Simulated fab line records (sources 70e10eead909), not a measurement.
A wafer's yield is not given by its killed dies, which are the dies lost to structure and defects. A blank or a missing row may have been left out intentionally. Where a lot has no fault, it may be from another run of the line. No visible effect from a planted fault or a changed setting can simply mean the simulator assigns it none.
fab line records | flow nand_harc
[record] lots = 4 wafers = 12 last_day = 23
route steps=1159 shown A_ONON_D1@440 A_CHANNEL_HOLE_D1@450 END@1159
lots that met no fault: taken from a fault-free run of the same line
start_h: start of the lot's first displayed wafer, in hours after the record's first day | wait_h: time in hours since the lot's previous step | " the same as in the row above | L1.1+2: one row covering several wafers at once | - no value, or no start given | * or withheld: withheld | < > ~ a bound
route shown NAME@n: names a module that has steps shown in the file, with the first one's number in the route | usual: mean and standard deviation over wafers with no fault | same: alike in all rows | chamber/n: place in a boat | sites: each site's reading | _std_site: the values' standard deviation | _edge_site: outer sites' mean less inner sites' | radius_mm: how far each site lies from the wafer's centre | mask NAME#n: copy n | behind: tool/chamber where the wafer was last shaped | hold: why the lot went on hold/how many hours it stayed there/how the hold came to an end | device: transistor that didn't switch, given as n, p or np | end of line: tests of these same wafers at the route's end | a step without rows: its recipe alone | killed: count of dies lost to structure and defects at first sort (not the wafer's yield) | map: shows each die of a wafer: x if killed, . if not, _ if none is there
set.NAME: the setting as run; set.NAME@STEP: as run at that earlier step | model.NAME: the simulator's own value behind a step, which no gauge read
a table for each step, a row for each wafer; lots at some steps of the route
services: when a tool's chamber went out of use (start_h, in hours from the record's first day, below 0 if earlier), for how many hours, and the reason
[[steps]]
[step NHARC_A_ONON_D1_DEP_22]
[recipe] target_thk_a = 10000 n2_flow_sccm = 2750 n2o_flow_sccm = 2000 nh3_flow_sccm = 500 sih4_flow_sccm = 210 temp_c = 400
[step NHARC_A_ONON_D1_DEP_25]
[recipe] target_thk_a = 10000 n2_flow_sccm = 2750 n2o_flow_sccm = 2000 nh3_flow_sccm = 500 sih4_flow_sccm = 210 temp_c = 400
[step NHARC_A_ONON_D1_DEP_28]
[recipe] target_thk_a = 10000 n2_flow_sccm = 2750 n2o_flow_sccm = 2000 nh3_flow_sccm = 500 sih4_flow_sccm = 210 temp_c = 400
[step NHARC_A_ONON_D1_DEP_33]
[recipe] target_thk_a = 2000 temp_c = 400 pressure_torr = 6.5 rf_w = 900 teos_flow_sccm = 161.4 flow_sccm = 2650 target_thk_nm = 200 gas = O2 material = SiO2
[step NHARC_A_CHANNEL_HOLE_D1_DEP_00]
[recipe] target_thk_a = 31000 temp_c = 400 material = aC
[step NHARC_A_CHANNEL_HOLE_D1_DEP_01]
[recipe] target_thk_a = 1400 target_thk_nm = 140 temp_c = 400 pressure_torr = 3.5 flow_sccm = 200 rf_w = 350 material = SiON
[usual] heater_power_w = 753/72
// columns lot.wafer tool chamber start_h wait_h heater_power_w
L908.2 pecvd-01 0 218.60 1.3 813
L908.4 " 2 " " 780
L908.5 " 0 " " 824
L911.3 pecvd-04 1 247.82 1.0 746
L911.1 " 2 " " 557
L911.5 " 1 " " 781
L913.3 pecvd-04 2 265.56 1.0 556
L913.2 " 0 " " 748
L913.5 " 2 " " 585
L917.2 pecvd-04 0 269.76 1.3 688
L917.4 " 0 " " 689
L917.5 " 1 " " 783
[step NHARC_A_CHANNEL_HOLE_D1_DEHYDRATE_02]
[recipe] temp_c = 150 time_s = 120
[step NHARC_A_CHANNEL_HOLE_D1_HMDS_03]
[recipe] time_s = 30
[step NHARC_A_CHANNEL_HOLE_D1_COAT_36]
[recipe] temp_c = 260 time_s = 75
[step NHARC_A_CHANNEL_HOLE_D1_COAT_37]
[recipe] temp_c = 225 time_s = 65
[step NHARC_A_CHANNEL_HOLE_D1_COAT_04]
[recipe] spin_rpm = 1500 resist_thk_nm = 90
[step NHARC_A_CHANNEL_HOLE_D1_SOFTBAKE_05]
[recipe] temp_c = 105 time_s = 55
[step NHARC_A_CHANNEL_HOLE_D1_EBR_06]
[step NHARC_A_CHANNEL_HOLE_D1_EXPOSE_07]
[recipe] na = 1.35 target_cd_nm = 100 sigma_outer = 0.3 dose_mj = 59.65 mask_id = HOLE_D1
[step NHARC_A_CHANNEL_HOLE_D1_PEB_08]
[recipe] peb_temp_c = 100 peb_time_s = 65
[step NHARC_A_CHANNEL_HOLE_D1_DEVELOP_09]
[recipe] develop_time_s = 35 dev_temp_c = 23
[step NHARC_A_CHANNEL_HOLE_D1_DESCUM_15]
[recipe] time_s = 3 o2_flow_sccm = 200 ar_flow_sccm = 0 bias_power_w = 0 chemistry = O2
[step NHARC_A_CHANNEL_HOLE_D1_ETCH_38]
[recipe] target_depth_a = 390 over_etch_frac = 0.3 time_s = 65 ion_energy_ev = 80 cf4_flow_sccm = 150 ar_flow_sccm = 0 rf_w = 300 bias_w = 100 chemistry = CF4
[step NHARC_A_CHANNEL_HOLE_D1_ETCH_39]
[recipe] target_depth_a = 2600 over_etch_frac = 0.3 time_s = 325 ion_energy_ev = 200 n2_flow_sccm = 150 h2_flow_sccm = 150 ar_flow_sccm = 0 rf_w = 400 bias_w = 150 chemistry = N2/H2
[step NHARC_A_CHANNEL_HOLE_D1_ETCH_34]
[recipe] target_depth_a = 1540 time_s = 77 cf4_flow_sccm = 100 chf3_flow_sccm = 30 ar_flow_sccm = 0 rf_w = 500 bias_w = 200 chemistry = CF4/CHF3
[step NHARC_A_CHANNEL_HOLE_D1_ETCH_16]
[recipe] target_depth_a = 31000 over_etch_frac = 0.3 time_s = 806 ion_energy_ev = 150 o2_flow_sccm = 400 cos_flow_sccm = 20 ar_flow_sccm = 0 rf_w = 500 bias_w = 300 chemistry = O2/COS
[step NHARC_A_CHANNEL_HOLE_D1_ETCH_19]
[recipe] bias_v = 1200 source_w = 2500 pressure_mtorr = 15 time_s = 34.5 ar_flow_sccm = 375 c4f8_flow_sccm = 28.8 o2_flow_sccm = 96.2 temp_c = -20 target_depth_a = * chemistry = C4F8/O2/Ar
[step NHARC_A_CHANNEL_HOLE_D1_ETCH_20]
[recipe] bias_v = 3000 source_w = withheld pressure_mtorr = 20 time_s = 361.9 ar_flow_sccm = 375 c4f8_flow_sccm = 89.3 o2_flow_sccm = 35.7 temp_c = -20 target_depth_a = 16000 chemistry = C4F8/O2/Ar
[step NHARC_A_CHANNEL_HOLE_D1_ETCH_21]
[recipe] bias_v = 3000 source_w = withheld pressure_mtorr = 20 time_s = 514.3 ar_flow_sccm = 375 c4f8_flow_sccm = 89.3 o2_flow_sccm = 35.7 temp_c = -20 target_depth_a = 16000 chemistry = C4F8/O2/Ar
[step NHARC_A_CHANNEL_HOLE_D1_ETCH_22]
[recipe] bias_v = 3000 source_w = withheld pressure_mtorr = 20 time_s = 666.7 ar_flow_sccm = 375 c4f8_flow_sccm = 89.3 o2_flow_sccm = 35.7 temp_c = -20 target_depth_a = 16000 chemistry = C4F8/O2/Ar
[step NHARC_A_CHANNEL_HOLE_D1_ETCH_23]
[recipe] bias_v = 5000 source_w = withheld pressure_mtorr = 20 time_s = 819 ar_flow_sccm = 375 c4f8_flow_sccm = 89.3 o2_flow_sccm = 35.7 temp_c = -20 target_depth_a = 16000 chemistry = C4F8/O2/Ar
[step NHARC_A_CHANNEL_HOLE_D1_ETCH_24]
[recipe] bias_v = 5000 source_w = withheld pressure_mtorr = 20 time_s = 906.2 ar_flow_sccm = 375 c4f8_flow_sccm = 93.8 o2_flow_sccm = 31.2 temp_c = -20 target_depth_a = 15000 chemistry = C4F8/O2/Ar
[step NHARC_A_CHANNEL_HOLE_D1_ETCH_25]
[recipe] bias_v = 5000 source_w = withheld pressure_mtorr = 20 time_s = 1040.2 ar_flow_sccm = 375 c4f8_flow_sccm = 93.8 o2_flow_sccm = 31.2 temp_c = -20 target_depth_a = 15000 chemistry = C4F8/O2/Ar
[step NHARC_A_CHANNEL_HOLE_D1_ETCH_26]
[recipe] bias_v = 300 source_w = 2000 pressure_mtorr = 30 time_s = 224.1 ar_flow_sccm = 375 c4f8_flow_sccm = 11.4 o2_flow_sccm = 113.6 temp_c = -20 target_depth_a = 3000 chemistry = C4F8/O2/Ar
[step NHARC_A_CHANNEL_HOLE_D1_ETCH_33]
[recipe] bias_v = 400 source_w = 2000 pressure_mtorr = 25 time_s = 90 ar_flow_sccm = 375 c4f8_flow_sccm = 41.7 o2_flow_sccm = 83.3 temp_c = -20 target_depth_a = 4000 chemistry = C4F8/O2/Ar
[step NHARC_A_CHANNEL_HOLE_D1_STRIP_41]
[recipe] n2_flow_sccm = 150 h2_flow_sccm = 150 ar_flow_sccm = 0 bias_w = 0 chemistry = N2/H2
[step NHARC_END_SORT_01]
[recipe] temp_c = 25
[usual] killed_at_array = 31/12 killed_at_other = 0.6/0.85 killed_at_periphery = 3.0/2.3 killed_dies = 35/12 killed_open = 3.2/1.9 killed_short = 1.8/1.4
[same] gross_dies = 677
// columns lot.wafer tool chamber start_h wait_h killed_at_array killed_at_other killed_at_periphery killed_dies killed_open killed_short
L917.2 prober-02 0 534.57 2.8 674 0 3 677 5 2
L917.4 prober-02 0 536.14 3.3 672 0 5 677 2 0
L917.5 prober-02 0 536.92 3.6 39 1 6 46 4 6
L913.2 prober-02 0 542.31 2.8 675 0 2 677 3 0
L913.3 prober-02 0 543.11 3.1 35 1 0 36 3 2
L913.5 prober-02 0 544.70 3.7 30 0 1 31 0 0
// killed by level:class
L917.2 A_CHANNEL_HOLE_D1:area_dep=632 A_CHANNEL_HOLE_D1:chamber_film_flake=20 A_CONTACT:chamber_film_flake=5 A_SLIT:chamber_film_flake=4 A_BLC:chamber_film_flake=4 A_CONTACT:geometric_particle:open=2 P_GATE:chamber_film_flake=2 A_STAIRCASE:chamber_film_flake=2
L917.4 A_CHANNEL_HOLE_D1:area_dep=637 A_CHANNEL_HOLE_D1:chamber_film_flake=23 P_ZERO_WELL:chamber_film_flake=3 A_BLC:chamber_film_flake=3 A_STAIRCASE:chamber_film_flake=2 A_SLIT:chamber_film_flake=2 A_CONTACT:chamber_film_flake=2 A_WL_FILL:geometric_particle:open=1
L917.5 A_CHANNEL_HOLE_D1:chamber_film_flake=22 P_ZERO_WELL:chamber_film_flake=3 A_CONTACT:chamber_film_flake=3 A_CHANNEL_FILL_D1:geometric_particle:short=2 A_CONTACT:geometric_particle:open=2 P_BONDPAD:chamber_film_flake=2 A_STAIRCASE:chamber_film_flake=2 A_SLIT:chamber_film_flake=2
L913.2 A_CHANNEL_HOLE_D1:area_dep=642 A_SLIT:chamber_film_flake=19 A_CONTACT:chamber_film_flake=5 A_STAIRCASE:chamber_film_flake=4 A_CHANNEL_HOLE_D1:chamber_film_flake=2 P_M0:geometric_particle:open=1 P_M2:geometric_particle:open=1 A_ONON_D1:geometric_particle:open=1
L913.3 A_SLIT:chamber_film_flake=16 A_STAIRCASE:chamber_film_flake=7 A_CHANNEL_HOLE_D1:chamber_film_flake=5 A_M0:geometric_particle:open=2 A_CONTACT:chamber_film_flake=2 A_CHANNEL_FILL_D1:geometric_particle:short=1 A_WL_FILL:geometric_particle:open=1 A_M0:geometric_particle:short=1
L913.5 A_SLIT:chamber_film_flake=17 A_CHANNEL_HOLE_D1:chamber_film_flake=4 A_STAIRCASE:chamber_film_flake=4 A_CHANNEL_FILL_D1:chamber_film_flake=3 A_CONTACT:chamber_film_flake=2 P_STI:chamber_film_flake=1
// map L913.2 (x killed, . not)
____________x____________
_________xxxxxxx_________
_______xxxxxxxxxxx_______
______xxxxxxxxxxxxx______
_____xxxxxxxxxxxxxxx_____
____xxxxxxxxxxxxxxxxx____
____xxxxxxxxxxxxxxxxx____
___xxxxxxxxxxxxxxxxxxx___
___xxxxxxxxxxxxxxxxxxx___
__xxxxxxxxxxxxxxxxxxxxx__
__xxxxxxxxxxxxxxxxxxxxx__
_xxxxxxxxxxxxxxxxxxxxxxx_
_xxxxxxxxxxxxxxxxxxxxxxx_
_xxxxxxxxxxxxxxxxxxxxxxx_
_xxxxxxxxxxxxxxxxxxxxxxx_
_xxxxxxxxxxxxxxxxxxxxxxx_
xxxxxxxxxxxxxxxxxxxxxxxxx
xxxxxxxxxxxxxxxxxxxxxxxxx
xxxxxxxxxxxxxxxxxxxxxxxxx
xxxxxxxxxxxxxxxxxxxxxxxxx
xxxxxxxxxxxxxxxxxxxxxxxxx
_xxxxxxxxxxxxxxxxxxxxxxx_
_xxxxxxxxxxxxxxxxxxxxxxx_
_xxxxxxxxxxxxxxxxxxxxxxx_
_xxxxxxxxxxxxxxxxxxxxxxx_
_xxxxxxxxxxxxxxxxxxxxxxx_
__xxxxxxxxxxxxxxxxxxxxx__
__xxxxxxxxxxxxxxxxxxxxx__
___xxxxxxxxxxxxxxxxxxx___
___xxxxxxxxxxxxxxxxxxx___
____xxxxxxxxxxxxxxxxx____
____xxxxxxxxxxxxxxxxx____
_____xxxxxxxxxxxxxxx_____
______xxxxxxxxxxxxx______
_______xxxxxxxxxxx_______
_________xxxxxxx_________
____________x____________
// map L917.2 (x killed, . not)
____________x____________
_________xxxxxxx_________
_______xxxxxxxxxxx_______
______xxxxxxxxxxxxx______
_____xxxxxxxxxxxxxxx_____
____xxxxxxxxxxxxxxxxx____
____xxxxxxxxxxxxxxxxx____
___xxxxxxxxxxxxxxxxxxx___
___xxxxxxxxxxxxxxxxxxx___
__xxxxxxxxxxxxxxxxxxxxx__
__xxxxxxxxxxxxxxxxxxxxx__
_xxxxxxxxxxxxxxxxxxxxxxx_
_xxxxxxxxxxxxxxxxxxxxxxx_
_xxxxxxxxxxxxxxxxxxxxxxx_
_xxxxxxxxxxxxxxxxxxxxxxx_
_xxxxxxxxxxxxxxxxxxxxxxx_
xxxxxxxxxxxxxxxxxxxxxxxxx
xxxxxxxxxxxxxxxxxxxxxxxxx
xxxxxxxxxxxxxxxxxxxxxxxxx
xxxxxxxxxxxxxxxxxxxxxxxxx
xxxxxxxxxxxxxxxxxxxxxxxxx
_xxxxxxxxxxxxxxxxxxxxxxx_
_xxxxxxxxxxxxxxxxxxxxxxx_
_xxxxxxxxxxxxxxxxxxxxxxx_
_xxxxxxxxxxxxxxxxxxxxxxx_
_xxxxxxxxxxxxxxxxxxxxxxx_
__xxxxxxxxxxxxxxxxxxxxx__
__xxxxxxxxxxxxxxxxxxxxx__
___xxxxxxxxxxxxxxxxxxx___
___xxxxxxxxxxxxxxxxxxx___
____xxxxxxxxxxxxxxxxx____
____xxxxxxxxxxxxxxxxx____
_____xxxxxxxxxxxxxxx_____
______xxxxxxxxxxxxx______
_______xxxxxxxxxxx_______
_________xxxxxxx_________
____________x____________
[[services]]
// columns tool chamber start_h hours kind
pecvd-04 - 195.80 13.0 pm
pecvd-04 0 195.80 13.0 vent_cycle
pecvd-04 1 195.80 13.0 vent_cycle
pecvd-04 2 195.80 13.0 vent_cycle
pecvd-04 0 208.80 - clean
pecvd-04 1 208.80 - clean
pecvd-04 2 208.80 - clean
pecvd-01 - 237.38 13.0 pm
pecvd-01 0 237.38 13.0 vent_cycle
pecvd-01 1 237.38 13.0 vent_cycle
pecvd-01 2 237.38 13.0 vent_cycle
pecvd-01 0 250.38 - clean
pecvd-01 1 250.38 - clean
pecvd-01 2 250.38 - clean
[[key]]
[first_sign] step = NHARC_END_SORT_01 reading = killed_dies direction = up sigmas = 56 usual = 35 struck = 677
[effect] step = NHARC_END_SORT_01 reading = killed_at_array direction = up sigmas = 55 usual = 31 struck = 674
[more_kills_born_at] NHARC_A_CHANNEL_HOLE_D1_DEP_01@pecvd-04 = 1911
met_at NHARC_A_CHANNEL_HOLE_D1_DEP_01
struck_wafers L913.2,L917.2,L917.4
later_rows_left_out L913.2,L917.2,L917.4
tester_left_out L913,L917
[fault] kind = process_parameter_drift tool = pecvd-04 chamber = 0 onset_h = 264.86 steps = NHARC_A_CHANNEL_HOLE_D1_DEP_01 channel = target_thk_a offset = * shape = step end_h = 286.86 acts_in = * stated = *
// tester_left_out: of these lots the tester's yield and bins aren't shown, on N5 and GAA mostly nor the transistor test; their killed dies are dies lost to structure and defects alone, not to doping, threshold or leakage, so they don't give the yield
// later_rows_left_out: the simulator's readings of these wafers behind a module that went badly wrong aren't trusted and aren't shown, but for the sort
